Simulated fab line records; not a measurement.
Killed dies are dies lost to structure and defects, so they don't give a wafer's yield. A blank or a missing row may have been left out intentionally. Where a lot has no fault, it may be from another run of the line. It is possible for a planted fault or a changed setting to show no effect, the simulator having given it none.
A lot that was struck, set against a sound lot / flow n5-finfet / 15 steps out of a route of 1938
Sound: wafers L593.2, L593.4, L593.5. The struck wafers were L601.2, L601.4, L601.5. The cause is given at the end.
For every step that has rows: the tool of each side, followed by ch and its chambers, followed by its first start. Under that, the readings that differ: sound wafers / struck wafers / difference of the means / sigmas: that difference in standard deviations of wafers without a fault.
alike: same words and numbers on both sides, and readings whose means sit less than 2 such deviations apart. not compared: any withheld reading, any reading some wafer has no value for, any bound like >300 that may hide the same value, and any number with overlapping values for which the record gives no deviation.
The two part at a step that has a row with sigmas, a row that says differs or no value, or rows on one side only. Numbers that have no deviation but don't overlap get no sigmas and don't part them. A reading that every wafer of one side lacks parts them only if that side has two wafers or more.

first, 5 steps without rows for these wafers: N5_PASSIVATION_SOFTBAKE_39 (time 120 s); N5_PASSIVATION_EXPOSE_41 (exposes mask PASS OPEN, defocus 0 nm, target cd 40000 nm); N5_PASSIVATION_PEB_42; N5_PASSIVATION_DEVELOP_43 (develop time 60 s); N5_PASSIVATION_HARDBAKE_45 (time 120 s).
N5_PASSIVATION_CD_MEAS_44: the cd target is 40000 nm.
  sound on cd-sem-03 ch 0, day 13 18:10; struck on cd-sem-03 ch 0, day 15 09:50
  alike: cd-nm
N5_PASSIVATION_OVL_MEAS_66:
  sound on overlay-01 ch 0, day 13 18:12; struck on overlay-01 ch 0, day 15 09:52
  alike: PASS_OPEN_OVL
N5_PASSIVATION_INSPECT_67: inspects for defects (macro).
  sound on defect-inspect-02 at day 13 18:13; struck on defect-inspect-01 at day 15 09:54
  alike: raw-defect-count
N5_PASSIVATION_DESCUM_46: chemistry O2, time 7.9 s.
  sound on rie-diel-05 ch 0,2, day 13 18:26; struck on rie-diel-06 ch 1,2,3, day 15 09:56
  alike: drypump-motor-current-A, oes-product-au, rf-vpp-V, showerhead-plenum-p-Torr, throttle-valve-pct
  not compared: rf-hours-counter-h
N5_PASSIVATION_PASS_ETCH_47: etches SiNx in CF4/O2, target depth 770 nm, time 385 s.
  sound on rie-diel-05 ch 0,2, day 13 18:29; struck on rie-diel-06 ch 1,2,3, day 15 09:58
  alike: drypump-motor-current-A, oes-product-au, rf-vpp-V, showerhead-plenum-p-Torr, throttle-valve-pct
  not compared: rf-hours-counter-h
N5_PASSIVATION_ETCH_54: etches SiO2 in CHF3/O2, target depth 880 nm, time 440 s.
  sound on rie-diel-05 ch 0,2, day 13 18:43; struck on rie-diel-06 ch 1,2,3, day 15 10:11
  alike: drypump-motor-current-A, oes-product-au, rf-vpp-V, showerhead-plenum-p-Torr, throttle-valve-pct
  not compared: rf-hours-counter-h
N5_PASSIVATION_STRIP_48: strips in O2.
  sound on rie-diel-05 ch 0,2, day 13 19:00; struck on rie-diel-06 ch 1,2,3, day 15 10:29
  alike: chamber-pressure-mTorr, drypump-motor-current-A, oes-product-au, rf-vpp-V, showerhead-plenum-p-Torr, throttle-valve-pct
  not compared: rf-hours-counter-h
N5_PASSIVATION_STRIP_52: strips in post etch residue remover, time 1200 s.
  sound on wet-bench-06 ch 4,6,7, day 13 19:04; struck on wet-bench-05 ch 0,2,6, day 15 10:33
  no value came back on the struck wafers for bath-guard-temp-C (C), bath-heat-duty-pct (%); on the sound wafers bath-guard-temp-C (C) reads 72.7 71.8 72.2
then, 1 step without rows for these wafers: N5_PASSIVATION_CLEAN_71 (cleans in IPA, time 180 s).
N5_PASSIVATION_PROBE_49:
  rows exist in the record for the sound wafers here (prober-01, day 13 21:32), none for the struck ones

WHERE THEY PART
Earliest at N5_PASSIVATION_STRIP_52; latest, in this record, at N5_PASSIVATION_PROBE_49.

WHY: whatever the simulator had introduced
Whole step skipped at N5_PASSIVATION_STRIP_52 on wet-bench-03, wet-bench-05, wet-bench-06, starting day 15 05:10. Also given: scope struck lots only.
